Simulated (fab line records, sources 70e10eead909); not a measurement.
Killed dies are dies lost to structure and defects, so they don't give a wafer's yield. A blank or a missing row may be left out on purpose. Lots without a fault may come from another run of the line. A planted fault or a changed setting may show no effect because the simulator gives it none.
Which tool did it? | flow nand_harc | 6 lots, 18 wafers sampled, at 5 steps of a route of 1302

WHAT THE GAUGES READ, wafer by wafer
NHARC_END_SORT_01.
lot  | measured     | on        | killed_at_array
L541 | day 31 19:13 | prober-01 | 74 87 74

WHICH TOOL RAN EACH LOT (tool, then ch and the chambers of the sampled wafers, then the start)
lot  | NHARC_A_STAIRCASE_DEP_259       | NHARC_A_STAIRCASE_HM_DEP_459  | NHARC_A_STAIRCASE_ETCH_452         | NHARC_A_STAIRCASE_HM_DEP_462
L525 | pecvd-01 ch 0,1, day 17 05:22   | acl_dep-01 ch 0, day 17 09:23 | rie_diel-12 ch 0,1,2, day 17 12:46 | acl_dep-03 ch 0, day 17 18:58
L527 | pecvd-04 ch 0,1, day 18 09:32   | acl_dep-03 ch 0, day 18 15:20 | rie_diel-08 ch 0,2,3, day 18 18:32 | acl_dep-01 ch 0, day 18 21:26
L531 | pecvd-02 ch 0,1,2, day 19 20:27 | acl_dep-02 ch 0, day 20 02:53 | rie_diel-08 ch 1,2, day 20 06:11   | acl_dep-01 ch 0, day 20 08:53
L541 | pecvd-01 ch 1,2, day 23 19:41   | acl_dep-03 ch 0, day 24 01:52 | rie_diel-07 ch 1,3, day 24 04:57   | acl_dep-03 ch 0, day 24 06:58
L543 | pecvd-04 ch 1,2, day 24 17:41   | acl_dep-01 ch 0, day 24 22:05 | rie_diel-08 ch 0,1, day 25 01:10   | acl_dep-02 ch 0, day 25 03:32
L544 | pecvd-02 ch 0,1, day 25 11:50   | acl_dep-01 ch 0, day 25 16:20 | rie_diel-12 ch 0,3, day 25 19:13   | acl_dep-03 ch 0, day 25 21:45
- NHARC_A_STAIRCASE_DEP_259: deposits SiON, target thk 30 nm.
- NHARC_A_STAIRCASE_HM_DEP_459: deposits aC, target thk 1500 nm.
- NHARC_A_STAIRCASE_ETCH_452: etches the open film in CF4/O2, target depth 30 nm, overetch 3 nm, time 16.5 s.
- NHARC_A_STAIRCASE_HM_DEP_462: deposits aC, target thk 800 nm.

THE ANSWER, worked out from the rows above alone
Rule: what is usual is taken from the lots themselves. Put in order of their means at a reading, lots are off if they are a third of the lots or fewer, leave a main group of 4 or more, and stand apart from it by a gap of 3 or more times the standard deviation of the main group's means; of several such gaps the widest counts. A main group whose means are all the same, to the digits that the tables above print for the reading, isn't used. A lot without any number at a reading at which 4 lots or more have one is off too. The other lots that the step has rows for count as sound.
No lot is off at any reading shown: from this, nothing can be told.

WHAT THE SIMULATOR HAD PUT IN
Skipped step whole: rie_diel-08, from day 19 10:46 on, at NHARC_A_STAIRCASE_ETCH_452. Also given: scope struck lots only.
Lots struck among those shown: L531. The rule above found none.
